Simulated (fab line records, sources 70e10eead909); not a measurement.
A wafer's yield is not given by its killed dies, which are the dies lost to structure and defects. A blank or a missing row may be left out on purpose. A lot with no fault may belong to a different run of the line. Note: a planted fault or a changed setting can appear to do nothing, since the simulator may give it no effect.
A struck lot beside a sound one + flow nand_harc + 16 steps out of a route of 1302
Sound: the wafers L660.2, L660.4, L660.6. Struck: wafer L668.2 (left out: L668.3, L668.5 of the same lot, which were not struck); the cause appears at the end.
At each step with rows: each side's tool, then ch and its chambers, then its first start. Under that, the readings that differ: sound wafers + struck wafers + difference of the means + sigmas: that difference in standard deviations of wafers without a fault.
alike: a reading whose means differ by less than 2 such deviations, as well as words and numbers matching on both sides. not compared: withheld readings; readings where some wafer has no value; bounds like >300 that might hide an equal value; numbers whose values overlap and for which the record gives no deviation.
Wherever a step has rows on one side only, a row that says differs or no value, or a row with sigmas, the two part there. Numbers that don't overlap but have no deviation are shown without sigmas and don't part them. A reading that every wafer of one side lacks parts them only if that side has two wafers or more.

NHARC_A_M1_INSPECT_11:
  sound on defect_inspect-02, day 23 11:15; struck on defect_inspect-01, day 26 18:46
  alike: raw_defect_count
then, 3 steps without rows for these wafers: NHARC_A_M1_DESCUM_14 (chemistry O2, time 3 s); NHARC_A_M1_ETCH_35 (etches the open film in N2/H2, target depth 40 nm, overetch 12 nm, time 43.94 s); NHARC_A_M1_ETCH_15 (etches the open film in C4F8/Ar, target depth 182.5 nm, time 91.2 s).
NHARC_A_M1_CD_MEAS_16:
  sound on cd_sem-02, day 23 11:40; struck on cd_sem-03, day 26 19:08
  alike: cd_nm
NHARC_A_M1_STRIP_18: strips in N2/H2.
  sound on rie_diel-06 ch 0,2,3, day 23 11:46; struck on rie_diel-06 ch 0, day 26 19:14
| reading                | sound                | struck | difference | sigmas |
|------------------------|----------------------|--------|------------|--------|
| throttle_valve_pct (%) | 14.195 14.160 14.164 | 14.192 | +0.019     | +2     |
  alike: drypump_motor_current_A, h2_flow_sccm, oes_product_au, rf_vpp_V, showerhead_plenum_p_Torr
  not compared: rf_hours_counter_h
NHARC_A_M1_ETCH_28: etches the open film in CF4/N2, target depth 30 nm, time 72.99 s.
  sound on rie_diel-06 ch 0,3; struck on rie_diel-06 ch 2
  alike: drypump_motor_current_A, oes_product_au, rf_vpp_V, showerhead_plenum_p_Torr, throttle_valve_pct
  not compared: rf_hours_counter_h
then, 1 step without rows for these wafers: NHARC_A_M1_STRIP_19 (strips in post etch residue remover, time 600 s).
NHARC_A_M1_DEGAS_29: time 60 s.
  sound on pvd_sputter-01, day 23 12:22; struck on pvd_sputter-03, day 26 19:52
  alike: heater_power_w
  not compared: susceptor_temp_C
then, 1 step without rows for these wafers: NHARC_A_M1_PRE_CLEAN_30 (time 30 s).
NHARC_A_M1_PVD_20: deposits TaN, target thk 5 nm, time 8.06 s.
  sound on pvd_sputter-01; struck on pvd_sputter-03
  alike: chamber_pressure_pa, throttle_valve_pct
then, 1 step without rows for these wafers: NHARC_A_M1_PVD_21 (deposits Cu, target thk 30 nm, time 20.49 s).
NHARC_A_M1_ECD_22: material Cu, target thk 400 nm.
  sound on ecd_cu-02 ch 0,1, day 23 12:49; struck on ecd_cu-02 ch 1, day 26 20:16
  alike: bath_temp_c
NHARC_A_M1_ANNEAL_31: time 90 s.
  sound on rtp_anneal-02 ch 0, day 23 13:13; struck on rtp_anneal-02 ch 0, day 26 20:38
  alike: wafer_temp_C_max
NHARC_A_M1_CMP_23: polishes, t overpolish 20 s, target thk 154.34 nm.
  sound on cmp-03 ch 0,3, day 23 13:33; struck on cmp-01 ch 1, day 26 20:57
| reading                | sound          | struck | difference | sigmas |
|------------------------|----------------|--------|------------|--------|
| motor_current_A (A)    | 13.0 12.5 11.8 | 9.8    | -2.6       | -2     |
| time_to_endpoint_s (s) | 28.6 28.9 28.7 | 44.5   | +15.8      | +6     |
NHARC_A_M1_THK_MEAS_24: measures by xrf.
  sound on film_metro-02, day 23 13:50; struck on film_metro-01, day 26 21:16
  alike: thk_nm

## WHERE THEY PART
Last at NHARC_A_M1_CMP_23 as far as this record goes, first at NHARC_A_M1_STRIP_18. Later steps at which nothing parts them and some readings are alike: NHARC_A_M1_THK_MEAS_24.

WHY: whatever the simulator had introduced
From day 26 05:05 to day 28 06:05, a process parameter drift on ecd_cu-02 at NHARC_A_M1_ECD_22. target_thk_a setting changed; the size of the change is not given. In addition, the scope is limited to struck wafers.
